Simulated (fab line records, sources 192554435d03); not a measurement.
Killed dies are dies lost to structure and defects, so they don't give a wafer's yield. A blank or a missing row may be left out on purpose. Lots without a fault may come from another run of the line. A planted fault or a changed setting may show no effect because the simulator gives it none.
fab line records | flow n5_finfet
record lots=7 wafers=21
route steps=1938 shown BEOL_M8@1368 BEOL_M9@1417 BEOL_M10@1509 BEOL_M11@1543 BEOL_M12@1616 BEOL_M13@1680 BEOL_M14@1770 MIM_BOT_ETCH@1866
start_h: hours from the record's first day to the start of the lot's first wafer shown | wait_h: hours since the lot's step before | " the same as in the row above | L1.1+2: a row that stands for several wafers | - no value, or no start given | * or withheld: withheld | < > ~ a bound
route shown NAME@n: a module of which the file shows steps, and the number in the route of the first | usual: mean/standard deviation of fault-free wafers | same: alike in all rows | chamber/n: place in a boat | sites: the reading at each site | _std_site: their standard deviation | _edge_site: outer sites' mean less inner sites' | radius_mm: how far each site lies from the wafer's centre | mask NAME#n: copy n | behind: the tool/chamber that last shaped the wafer | hold: why the lot was held/for how many hours/how that ended | device: the transistor (n, p or np) that didn't switch | end of line: the same wafers' tests at the end of the route | a step without rows: its recipe alone | killed: dies lost to structure and defects at the first sort, not the wafer's yield | map: a wafer's dies, x killed, . not, _ none there
set.NAME: the setting as run; set.NAME@STEP: as run at that earlier step | model.NAME: the simulator's own value behind a step, which no gauge read
lots whose settings were changed on purpose; a table a step, a row a wafer
## steps
# step N5_BEOL_M8_DESCUM_33
# recipe chemistry=O2 time_s=7 source_power_w=50 bias_power_w=20 pressure_mtorr=20 rf_frequency_hz=2.712e+07 temp_c=40 resist=CAR-EUV o2_flow_sccm=225
# columns lot.wafer tool chamber start_h wait_h set.time_s
L075.1+4+5 rie_diel-02 2,1,1 218.17 0.0 7
L080.3 rie_diel-02 2 262.36 0.8 7.8
L080.4+6 " 3 " " 7
L085.4+6 rie_diel-02 2,1 271.23 0.0 6.053
L085.5 " 0 " " 7
L083.3 rie_diel-02 3 276.93 0.0 7
L083.5+6 " 3,0 " " 7.555
L084.1+2+5 rie_diel-03 2,0,2 281.26 0.3 7
L090.2+6 rie_diel-02 0,2 313.47 0.6 7
L090.3 " 1 " " 7.394
L092.1+2+4 rie_diel-02 2,0,1 322.79 0.1 7
# step N5_BEOL_M8_ETCH_72
# recipe chemistry=N2/H2 target=underlayer target_depth_a=65 mask_material=CAR-EUV time_s=5.2 ion_energy_ev=200 pressure_mtorr=30 source_w=840 bias_w=150 n2_flow_sccm=200 h2_flow_sccm=200 ends=cleared
# columns lot.wafer tool chamber start_h wait_h set.time_s@BEOL_M8_DESCUM_33 model.CAR-EUV_of_BEOL_M8_COAT_22.thk_nm
L075.1+4+5 rie_diel-02 2,1,1 218.21 0.0 7 20.4
L080.3 rie_diel-02 2 262.40 0.0 7.8 19.8
L080.4 " 3 " " 7 20.2
L080.6 " 3 " " 7 20.4
L085.4 rie_diel-02 2 271.26 0.0 6.053 20.8
L085.5 " 0 " " 7 20.4
L085.6 " 1 " " 6.053 21
L083.3 rie_diel-02 3 276.96 0.0 7 20.6
L083.5+6 " 3,0 " " 7.555 20.2
L084.1+2 rie_diel-03 2,0 281.29 0.0 7 20.2
L084.5 " 2 " " 7 20.4
L090.2 rie_diel-02 0 313.50 0.0 7 20.6
L090.3 " 1 " " 7.394 20.4
L090.6 " 2 " " 7 20.4
L092.1+2 rie_diel-02 2,0 322.82 0.0 7 20.2
L092.4 " 1 " " 7 20.4
# step N5_BEOL_M8_ETCH_65
# recipe chemistry=CF4 target=SiARC target_depth_a=156 mask_material=CAR-EUV time_s=26 ion_energy_ev=80 pressure_mtorr=40 source_w=545 bias_w=36 Ar_flow_sccm=100 cf4_flow_sccm=100 ends=cleared
# columns lot.wafer tool chamber start_h wait_h set.time_s@BEOL_M8_DESCUM_33 model.CAR-EUV_of_BEOL_M8_COAT_22.thk_nm
L075.1 rie_diel-02 2 218.22 0.0 7 11
L075.4+5 " 1 " " 7 11.2
L080.3 rie_diel-02 2 262.41 0.0 7.8 10.6
L080.4 " 3 " " 7 11
L080.6 " 3 " " 7 11.2
L085.4 rie_diel-02 2 271.28 0.0 6.053 11.6
L085.5 " 0 " " 7 11.2
L085.6 " 1 " " 6.053 11.8
L083.3 rie_diel-02 3 276.98 0.0 7 11.2
L083.5+6 " 3,0 " " 7.555 11
L084.1+2+5 rie_diel-03 2,0,2 281.31 0.0 7 11
L090.2 rie_diel-02 0 313.52 0.0 7 11.4
L090.3 " 1 " " 7.394 11.2
L090.6 " 2 " " 7 11.2
L092.1+2 rie_diel-02 2,0 322.84 0.0 7 11
L092.4 " 1 " " 7 11.2
# step N5_BEOL_M9_DESCUM_16
# recipe chemistry=O2 time_s=7.9 source_power_w=50 bias_power_w=20 pressure_mtorr=20 rf_frequency_hz=2.712e+07 temp_c=40 resist=CAR-ArF o2_flow_sccm=225
# columns lot.wafer tool chamber start_h wait_h set.time_s model.CAR-ArF_of_BEOL_M9_COAT_05.thk_nm
L075.1 rie_diel-04 1 223.34 0.0 6.483 84.4
L075.4+5 " 1,2 " " 7.9 83.4
L080.3 rie_diel-04 3 269.46 0.0 9.627 82.2
L080.4 " 0 " " 9.627 82.4
L080.6 " 3 " " 7.9 83.4
L085.4 rie_diel-01 3 277.76 0.1 9.015 82.4
L085.5+6 " 1,0 " " 7.9 83.2
L083.3 rie_diel-01 3 281.97 0.1 8.789 83.4
L083.5+6 " 3,0 " " 7.9 83.8
L084.1+2 rie_diel-04 0,2 288.42 0.3 7.9 83.4
L084.5 " 2 " " 7.9 83.6
L090.2 rie_diel-04 1 319.42 0.3 7.9 83.6
L090.3 " 3 " " 6.306 84.8
L090.6 " 1 " " 6.306 84.4
L092.1+2+4 rie_diel-04 0,3,2 329.34 0.1 7.9 83.8
# step N5_BEOL_M9_ETCH_61
# recipe chemistry=CF4 target=SiARC target_depth_a=390 mask_material=CAR-ArF time_s=65 ion_energy_ev=80 pressure_mtorr=40 source_w=545 bias_w=36 Ar_flow_sccm=100 cf4_flow_sccm=100 ends=cleared
# columns lot.wafer tool chamber start_h wait_h set.time_s@BEOL_M9_DESCUM_16 model.CAR-ArF_of_BEOL_M9_COAT_05.thk_nm
L075.1 rie_diel-04 1 223.38 0.0 6.483 56.4
L075.4+5 " 1,2 " " 7.9 55.4
L080.3 rie_diel-04 3 269.50 0.0 9.627 54.2
L080.4 " 0 " " 9.627 54.4
L080.6 " 3 " " 7.9 55.6
L085.4 rie_diel-01 3 277.80 0.0 9.015 54.4
L085.5+6 " 1,0 " " 7.9 55.2
L083.3 rie_diel-01 3 282.03 0.0 8.789 55.4
L083.5+6 " 3,0 " " 7.9 55.8
L084.1+2 rie_diel-04 0,2 288.47 0.0 7.9 55.4
L084.5 " 2 " " 7.9 55.8
L090.2 rie_diel-04 1 319.46 0.0 7.9 55.8
L090.3 " 3 " " 6.306 57
L090.6 " 1 " " 6.306 56.4
L092.1+2+4 rie_diel-04 0,3,2 329.37 0.0 7.9 55.8
# step N5_BEOL_M9_COAT_63
# recipe resist=SOC temp_c=250 time_s=60 spin_rpm=1500 resist_thk_nm=60
# columns lot.wafer tool chamber start_h wait_h set.spin_rpm model.SOC_of_BEOL_M9_COAT_63.thk_nm
L075.1+4 litho_track-04 0 224.20 0.4 1500 60.2
L075.5 " 0 " " 1335 63.6
L080.3+4 litho_track-04 0 269.95 0.0 1340 63.4
L080.6 " 0 " " 1500 60
L085.4 litho_track-05 0 278.29 0.1 1603 58
L085.5 " 0 " " 1500 60.2
L085.6 " 0 " " 1500 60
L083.3 litho_track-04 0 283.03 0.5 1403 62
L083.5 " 0 " " 1403 61.8
L083.6 " 0 " " 1500 59.8
L084.1+2+5 litho_track-05 0 291.85 2.8 1500 60
L090.2 litho_track-05 0 322.14 2.3 1500 60.2
L090.3+6 " 0 " " 1500 60
L092.1 litho_track-05 0 330.64 0.9 1500 60.2
L092.2 " 0 " " 1611 58
L092.4 " 0 " " 1500 60
# step N5_BEOL_M9_COAT_64
# recipe resist=SiARC temp_c=220 time_s=60 spin_rpm=1500 resist_thk_nm=12
# step N5_BEOL_M9_COAT_75
# recipe resist=underlayer temp_c=205 time_s=60 spin_rpm=1500 resist_thk_nm=5
# step N5_BEOL_M9_ETCH_76
# recipe chemistry=N2/H2 target=underlayer target_depth_a=65 mask_material=CAR-EUV time_s=5.2 ion_energy_ev=200 pressure_mtorr=30 source_w=840 bias_w=150 n2_flow_sccm=200 h2_flow_sccm=200 ends=cleared
# step N5_BEOL_M9_ETCH_65
# recipe chemistry=CF4 target=SiARC target_depth_a=156 mask_material=CAR-EUV time_s=26 ion_energy_ev=80 pressure_mtorr=40 source_w=545 bias_w=36 Ar_flow_sccm=100 cf4_flow_sccm=100 ends=cleared
# step N5_BEOL_M9_ETCH_66
# recipe chemistry=N2/H2 target=SOC target_depth_a=800 overetch_a=160 mask_material=SiARC temp_c=40 time_s=120 ion_energy_ev=200 pressure_mtorr=30 source_w=840 bias_w=150 n2_flow_sccm=200 h2_flow_sccm=200
# columns lot.wafer tool chamber start_h wait_h set.spin_rpm@BEOL_M9_COAT_63 model.etch.depth_nm
L075.1 rie_diel-04 3 224.67 0.0 1500 60.16
L075.4 " 3 " " 1500 60.17
L075.5 " 2 " " 1335 63.54
L080.3 rie_diel-01 1 270.71 0.0 1340 63.33
L080.4 " 3 " " 1340 63.49
L080.6 " 0 " " 1500 60
L085.4 rie_diel-01 3 278.96 0.0 1603 58.09
L085.5 " 0 " " 1500 60.11
L085.6 " 1 " " 1500 60.09
L083.3 rie_diel-01 0 283.83 0.1 1403 61.98
L083.5 " 3 " " 1403 61.84
L083.6 " 0 " " 1500 59.78
L084.1 rie_diel-04 2 292.63 0.0 1500 60.08
L084.2 " 1 " " 1500 60
L084.5 " 0 " " 1500 60.06
L090.2 rie_diel-05 1 322.70 0.0 1500 60.15
L090.3 " 0 " " 1500 59.9
L090.6 " 1 " " 1500 59.98
L092.1 rie_diel-04 2 331.23 0.0 1500 60.15
L092.2 " 1 " " 1611 57.92
L092.4 " 3 " " 1500 60.06
# step N5_BEOL_M10_VIA_ETCH_34
# recipe chemistry=C4F6/O2 target=SiCOH_lowk target_depth_a=1845 mask_material=SOC taper_deg=4 time_s=69.2 ion_energy_ev=250 pressure_mtorr=30 source_w=345 bias_w=185 Ar_flow_sccm=300 C4F6_flow_sccm=10 O2_flow_sccm=10
# usual rf_vpp_V=663/14
# columns lot.wafer tool chamber start_h wait_h set.bias_w rf_vpp_V
L075.1 rie_diel-03 2 232.30 0.0 185 659
L075.4 " 3 " " 185 657
L075.5 " 0 " " 203.6 730
L080.3 rie_diel-06 1 277.39 0.0 185 687
L080.4 " 2 " " 185 665
L080.6 " 2 " " 185 667
L085.4 rie_diel-06 0 287.21 0.0 185 656
L085.5 " 1 " " 185 689
L085.6 " 0 " " 185 654
L083.3 rie_diel-02 2 292.66 0.0 185 638
L083.5 " 3 " " 201 703
L083.6 " 2 " " 201 682
L084.1 rie_diel-02 3 301.98 0.0 185 660
L084.2 " 2 " " 185 638
L084.5 " 2 " " 185 639
L090.2 rie_diel-02 1 332.08 0.0 185 663
L090.3 " 2 " " 185 637
L090.6 " 2 " " 151.7 543
L092.1 rie_diel-06 2 339.29 0.0 185 666
L092.2 " 3 " " 172.6 630
L092.4 " 1 " " 172.6 650
# step N5_BEOL_M10_ETCH_41
# recipe chemistry=CH3F/O2 target=SiCN target_depth_a=426 taper_deg=2 time_s=86 ion_energy_ev=120 mask_material=TiN pressure_mtorr=30 source_w=395 bias_w=75 Ar_flow_sccm=150 CH3F_flow_sccm=30 O2_flow_sccm=20
# usual rf_vpp_V=296.9/1.3
# columns lot.wafer tool chamber start_h wait_h set.source_w rf_vpp_V
L075.1 rie_diel-03 2 - - 357.2 309.1
L075.4 " 3 " " 395 297.4
L075.5 " 0 " " 395 297.8
L080.3 rie_diel-06 1 - - 395 295.1
L080.4 " 2 " " 395 296.4
L080.6 " 2 " " 395 296.7
L085.4 rie_diel-06 0 - - 395 296.1
L085.5 " 1 " " 430.6 286.6
L085.6 " 0 " " 395 298.8
L083.3 rie_diel-02 2 - - 460.1 280.4
L083.5 " 3 " " 395 299.8
L083.6 " 2 " " 460.1 281.3
L084.1 rie_diel-02 3 - - 395 298.3
L084.2 " 2 " " 395 296.7
L084.5 " 2 " " 395 296.7
L090.2 rie_diel-02 1 - - 395 297.3
L090.3 " 2 " " 361.3 304.9
L090.6 " 2 " " 361.3 304.5
L092.1 rie_diel-06 2 - - 354.8 305.4
L092.2 " 3 " " 354.8 307.3
L092.4 " 1 " " 395 295.4
# step N5_BEOL_M11_COAT_05
# recipe resist=CAR-ArF spin_rpm=1500 resist_thk_nm=90
# columns lot.wafer tool chamber start_h wait_h set.spin_rpm model.CAR-ArF_of_BEOL_M11_COAT_05.thk_nm
L075.1+5 litho_track-04 0 - - 1500 89.2
L075.4 " 0 " " 1500 89.4
L080.3+6 litho_track-02 0 - - 1500 89.8
L080.4 " 0 " " 1500 90
L085.4+5 litho_track-02 0 - - 1629 86.2
L085.6 " 0 " " 1500 89.4
L083.3+6 litho_track-02 0 - - 1500 89.8
L083.5 " 0 " " 1448 91.4
L084.1+2+5 litho_track-04 0 - - 1500 89.8
L090.2 litho_track-02 0 - - 1611 87
L090.3 " 0 " " 1611 86.6
L090.6 " 0 " " 1500 89.8
L092.1+2 litho_track-02 0 - - 1333 96
L092.4 " 0 " " 1500 90.4
# step N5_BEOL_M11_EBR_07
# recipe solvent=PGMEA ebr_width_mm=1.5
# step N5_BEOL_M11_SOFTBAKE_06
# recipe temp_c=110 time_s=60 resist=CAR-ArF
# step N5_BEOL_M11_EXPOSE_08
# recipe mask_id=M11 na=1.35 source_shape=dipole sigma_inner=0.411 sigma_outer=0.611 polarization=te dose_mj=53.75
# step N5_BEOL_M11_PEB_09
# recipe peb_temp_c=withheld peb_time_s=60 resist=CAR-ArF
# step N5_BEOL_M11_DEVELOP_10
# recipe develop_time_s=30 developer=TMAH resist=CAR-ArF rinse_liquid=diw dry=air_spin dev_temp_c=23
# columns lot.wafer tool chamber start_h wait_h set.spin_rpm@BEOL_M11_COAT_05 model.CAR-ArF_of_BEOL_M11_COAT_05.thk_nm
L075.1 litho_track-02 0 - - 1500 87.6
L075.4 " 0 " " 1500 87.8
L075.5 " 0 " " 1500 87.4
L080.3+6 litho_track-01 0 - - 1500 88.2
L080.4 " 0 " " 1500 88.4
L085.4+5 litho_track-01 0 - - 1629 84.4
L085.6 " 0 " " 1500 87.8
L083.3+6 litho_track-04 0 - - 1500 88.2
L083.5 " 0 " " 1448 89.8
L084.1+5 litho_track-01 0 - - 1500 88
L084.2 " 0 " " 1500 88.2
L090.2 litho_track-04 0 - - 1611 85.4
L090.3 " 0 " " 1611 85
L090.6 " 0 " " 1500 88
L092.1+2 litho_track-04 0 - - 1333 94.4
L092.4 " 0 " " 1500 88.8
# step N5_BEOL_M11_DESCUM_16
# recipe chemistry=O2 time_s=7.9 source_power_w=50 bias_power_w=20 pressure_mtorr=20 rf_frequency_hz=2.712e+07 temp_c=40 resist=CAR-ArF o2_flow_sccm=225
# step N5_BEOL_M11_ETCH_61
# recipe chemistry=CF4 target=SiARC target_depth_a=390 mask_material=CAR-ArF time_s=65 ion_energy_ev=80 pressure_mtorr=40 source_w=545 bias_w=36 Ar_flow_sccm=100 cf4_flow_sccm=100 ends=cleared
# columns lot.wafer tool chamber start_h wait_h set.spin_rpm@BEOL_M11_COAT_05 model.CAR-ArF_of_BEOL_M11_COAT_05.thk_nm
L075.1+4 rie_diel-05 3,1 237.73 0.0 1500 55
L075.5 " 0 " " 1500 54.8
L080.3+6 rie_diel-04 2 281.95 0.0 1500 55.4
L080.4 " 3 " " 1500 55.8
L085.4 rie_diel-05 2 293.23 0.0 1629 51.8
L085.5 " 0 " " 1629 51.6
L085.6 " 3 " " 1500 55.2
L083.3+6 rie_diel-01 3,0 299.77 0.0 1500 55.4
L083.5 " 1 " " 1448 57
L084.1+2 rie_diel-05 2,0 311.06 0.0 1500 55.2
L084.5 " 3 " " 1500 55.4
L090.2 rie_diel-01 1 339.94 0.0 1611 52.4
L090.3 " 3 " " 1611 52
L090.6 " 0 " " 1500 55.2
L092.1 rie_diel-05 0 345.73 0.0 1333 61.6
L092.2 " 1 " " 1333 61.4
L092.4 " 1 " " 1500 55.8
# step N5_BEOL_M11_ETCH_62
# recipe chemistry=N2/H2 target=SOC target_depth_a=1100 overetch_a=220 mask_material=SiARC temp_c=40 time_s=165 ion_energy_ev=200 pressure_mtorr=30 source_w=840 bias_w=150 n2_flow_sccm=200 h2_flow_sccm=200
# usual rf_vpp_V=523.8/2.2
# columns lot.wafer tool chamber start_h wait_h set.bias_w rf_vpp_V model.SiARC_of_BEOL_M11_COAT_60.thk_nm
L075.1 rie_diel-05 3 237.78 0.0 168.9 562.7 23
L075.4 " 1 " " 168.9 565.0 22.4
L075.5 " 0 " " 168.9 569.1 22.6
L080.3 rie_diel-04 2 282.00 0.0 165.6 554.8 22.2
L080.4 " 3 " " 150 525.7 23.4
L080.6 " 2 " " 165.6 554.9 22.2
L085.4 rie_diel-05 2 293.28 0.0 150 523.5 23.6
L085.5 " 0 " " 150 528.7 23.4
L085.6 " 3 " " 150 521.1 23.8
L083.3 rie_diel-01 3 299.82 0.0 135 488.1 24.4
L083.5 " 1 " " 135 491.2 24.2
L083.6 " 0 " " 150 524.4 23.6
L084.1 rie_diel-05 2 311.11 0.0 150 522.6 24
L084.2 " 0 " " 150 528.7 23.6
L084.5 " 3 " " 150 524.0 24
L090.2 rie_diel-01 1 339.99 0.0 150 523.1 23.6
L090.3 " 3 " " 150 520.8 23.8
L090.6 " 0 " " 150 524.6 23.8
L092.1 rie_diel-05 0 345.78 0.0 150 527.2 23.6
L092.2 " 1 " " 137.7 495.6 24.2
L092.4 " 1 " " 150 523.6 23.6
# step N5_BEOL_M12_ETCH_59
# recipe chemistry=N2/H2 target=BARC target_depth_a=890 overetch_a=267 time_s=67.9 ion_energy_ev=200 pressure_mtorr=30 source_w=840 bias_w=150 n2_flow_sccm=200 h2_flow_sccm=200
# usual rf_vpp_V=523.5/2.2
# columns lot.wafer tool chamber start_h wait_h set.bias_w rf_vpp_V
L075.1 rie_diel-06 2 243.94 0.0 150 521.7
L075.4 " 1 " " 150 521.0
L075.5 " 2 " " 128.2 470.9
L080.3 rie_diel-03 3 286.96 0.0 150 523.7
L080.4 " 1 " " 150 524.7
L080.6 " 1 " " 150 525.9
L085.4 rie_diel-06 1 304.09 0.0 150 519.8
L085.5 " 0 " " 150 521.6
L085.6 " 1 " " 150 519.4
L083.3 rie_diel-06 2 307.19 0.0 150 519.9
L083.5 " 1 " " 150 520.3
L083.6 " 2 " " 150 520.9
L084.1 rie_diel-06 3 316.73 0.0 150 522.2
L084.2 " 2 " " 150 521.3
L084.5 " 2 " " 150 520.0
L090.2 rie_diel-03 2 346.66 0.0 161.3 549.5
L090.3 " 0 " " 161.3 552.7
L090.6 " 2 " " 150 526.3
L092.1 rie_diel-03 0 353.98 0.0 150 526.6
L092.2 " 2 " " 150 524.4
L092.4 " 1 " " 150 523.4
# step N5_BEOL_M13_COAT_65
# recipe resist=SOC temp_c=250 time_s=60 spin_rpm=1500 resist_thk_nm=350
# columns lot.wafer tool chamber start_h wait_h set.spin_rpm model.SOC_of_BEOL_M13_COAT_65.thk_nm
L075.1 litho_track-01 0 249.75 0.0 1339 369.2
L075.4 " 0 " " 1500 349.8
L075.5 " 0 " " 1500 350.4
L080.3 litho_track-03 0 295.48 0.0 1500 348.6
L080.4 " 0 " " 1652 333.2
L080.6 " 0 " " 1500 350.6
L085.4 litho_track-04 0 311.27 0.0 1500 350.8
L085.5 " 0 " " 1500 349.2
L085.6 " 0 " " 1500 350
L083.3 litho_track-01 0 313.28 0.0 1500 348.8
L083.5 " 0 " " 1606 336.8
L083.6 " 0 " " 1606 337.8
L084.1 litho_track-04 0 321.87 0.0 1500 348.4
L084.2 " 0 " " 1500 349.2
L084.5 " 0 " " 1500 348.8
L090.2 litho_track-03 0 353.16 0.0 1667 331.2
L090.3 " 0 " " 1500 350.6
L090.6 " 0 " " 1667 332
L092.1 litho_track-01 0 358.69 0.0 1500 349.6
L092.2+4 " 0 " " 1500 350.8
# step N5_BEOL_M14_DEP_53
# recipe material=SiCN target_thk_a=500 temp_c=withheld precursor=3MS/NH3 pressure_torr=3 rf_w=675 time_s=17.8
# columns lot.wafer tool chamber start_h wait_h set.time_s model.SiCN_of_BEOL_M14_DEP_53.thk_nm
L075.1 pecvd-01 2 259.84 0.0 17.8 49.2
L075.4 " 1 " " 17.8 50.4
L075.5 " 2 " " 17.8 50
L080.3 pecvd-01 0 307.66 0.0 17.8 49
L080.4 " 2 " " 19.26 54.4
L080.6 " 0 " " 19.26 54.8
L085.4 pecvd-03 2 319.75 0.0 17.8 50.4
L085.5 " 2 " " 17.8 50
L085.6 " 0 " " 19.86 57
L083.3 pecvd-03 0 326.16 0.0 19.59 55
L083.5 " 2 " " 17.8 50.4
L083.6 " 0 " " 17.8 50.8
L084.1 pecvd-01 0 336.53 0.0 17.8 50.4
L084.2 " 1 " " 17.8 50.2
L084.5 " 1 " " 17.8 51
L090.2 pecvd-03 2 361.45 0.0 19.98 55.4
L090.3 " 1 " " 19.98 55.8
L090.6 " 1 " " 17.8 50
L092.1 pecvd-01 0 367.86 0.0 17.8 50
L092.2 " 1 " " 17.8 49.8
L092.4 " 2 " " 17.8 50.2
# step N5_MIM_BOT_ETCH_ETCH_04
# recipe chemistry=CF4/O2 target=SiNx target_depth_a=260 time_s=13 ion_energy_ev=100 pressure_mtorr=40 source_w=535 bias_w=49 Ar_flow_sccm=100 cf4_flow_sccm=100 O2_flow_sccm=10
# columns lot.wafer tool chamber start_h wait_h set.time_s model.etch.depth_nm
L075.1 rie_diel-06 0 270.48 0.0 13 25.7
L075.4 " 2 " " 13 24.53
L075.5 " 0 " " 11.03 21.79
L080.3 rie_diel-02 3 320.37 0.0 13 25.19
L080.4 " 2 " " 13 26.56
L080.6 " 2 " " 13 26.45
L085.4 rie_diel-03 0 333.81 0.0 13 26.26
L085.5 " 1 " " 13 24.86
L085.6 " 0 " " 13 26.32
L083.3 rie_diel-03 1 340.58 0.0 13 24.94
L083.5 " 0 " " 11.79 23.9
L083.6 " 1 " " 13 25
L084.1 rie_diel-02 0 347.44 0.0 13 24.76
L084.2 " 2 " " 13 26.23
L084.5 " 0 " " 13 24.69
L090.2 rie_diel-02 1 372.90 0.0 10.62 20.1
L090.3 " 0 " " 13 24.91
L090.6 " 1 " " 13 24.7
L092.1 rie_diel-06 1 379.67 0.0 13 25.32
L092.2 " 2 " " 13 24.61
L092.4 " 3 " " 15.91 31.91
## key
split step=N5_BEOL_M8_DESCUM_33 setting=time_s stated=7 by=wafer
response step=N5_BEOL_M8_ETCH_72 reading=model.CAR-EUV_of_BEOL_M8_COAT_22.thk_nm change=-0.0397 per=1% r=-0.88
response step=N5_BEOL_M8_ETCH_65 reading=model.CAR-EUV_of_BEOL_M8_COAT_22.thk_nm change=-0.0358 per=1% r=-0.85
split step=N5_BEOL_M9_DESCUM_16 setting=time_s stated=7.9 by=wafer
response step=N5_BEOL_M9_DESCUM_16 reading=model.CAR-ArF_of_BEOL_M9_COAT_05.thk_nm change=-0.0509 per=1% r=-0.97
response step=N5_BEOL_M9_ETCH_61 reading=model.CAR-ArF_of_BEOL_M9_COAT_05.thk_nm change=-0.0524 per=1% r=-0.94
split step=N5_BEOL_M9_COAT_63 setting=spin_rpm stated=1500 by=wafer
response step=N5_BEOL_M9_COAT_63 reading=model.SOC_of_BEOL_M9_COAT_63.thk_nm change=-0.31 per=1% r=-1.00
response step=N5_BEOL_M9_ETCH_66 reading=model.etch.depth_nm change=-0.31 per=1% r=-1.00
split step=N5_BEOL_M10_VIA_ETCH_34 setting=bias_w stated=185 by=wafer
response step=N5_BEOL_M10_VIA_ETCH_34 reading=rf_vpp_V change=+6.06 per=1% r=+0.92
split step=N5_BEOL_M10_ETCH_41 setting=source_w stated=395 by=wafer
response step=N5_BEOL_M10_ETCH_41 reading=rf_vpp_V change=-1.12 per=1% r=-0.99
split step=N5_BEOL_M11_COAT_05 setting=spin_rpm stated=1500 by=wafer
response step=N5_BEOL_M11_COAT_05 reading=model.CAR-ArF_of_BEOL_M11_COAT_05.thk_nm change=-0.444 per=1% r=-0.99
response step=N5_BEOL_M11_DEVELOP_10 reading=model.CAR-ArF_of_BEOL_M11_COAT_05.thk_nm change=-0.445 per=1% r=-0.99
response step=N5_BEOL_M11_ETCH_61 reading=model.CAR-ArF_of_BEOL_M11_COAT_05.thk_nm change=-0.458 per=1% r=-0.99
split step=N5_BEOL_M11_ETCH_62 setting=bias_w stated=150 by=wafer
response step=N5_BEOL_M11_ETCH_62 reading=rf_vpp_V change=+3.25 per=1% r=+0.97
response step=N5_BEOL_M11_ETCH_62 reading=model.SiARC_of_BEOL_M11_COAT_60.thk_nm change=-0.0886 per=1% r=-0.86
split step=N5_BEOL_M12_ETCH_59 setting=bias_w stated=150 by=wafer
response step=N5_BEOL_M12_ETCH_59 reading=rf_vpp_V change=+3.43 per=1% r=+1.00
split step=N5_BEOL_M13_COAT_65 setting=spin_rpm stated=1500 by=wafer
response step=N5_BEOL_M13_COAT_65 reading=model.SOC_of_BEOL_M13_COAT_65.thk_nm change=-1.69 per=1% r=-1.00
split step=N5_BEOL_M14_DEP_53 setting=time_s stated=17.8 by=wafer
response step=N5_BEOL_M14_DEP_53 reading=model.SiCN_of_BEOL_M14_DEP_53.thk_nm change=+0.525 per=1% r=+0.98
split step=N5_MIM_BOT_ETCH_ETCH_04 setting=time_s stated=13 by=wafer
response step=N5_MIM_BOT_ETCH_ETCH_04 reading=model.etch.depth_nm change=+0.262 per=1% r=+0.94
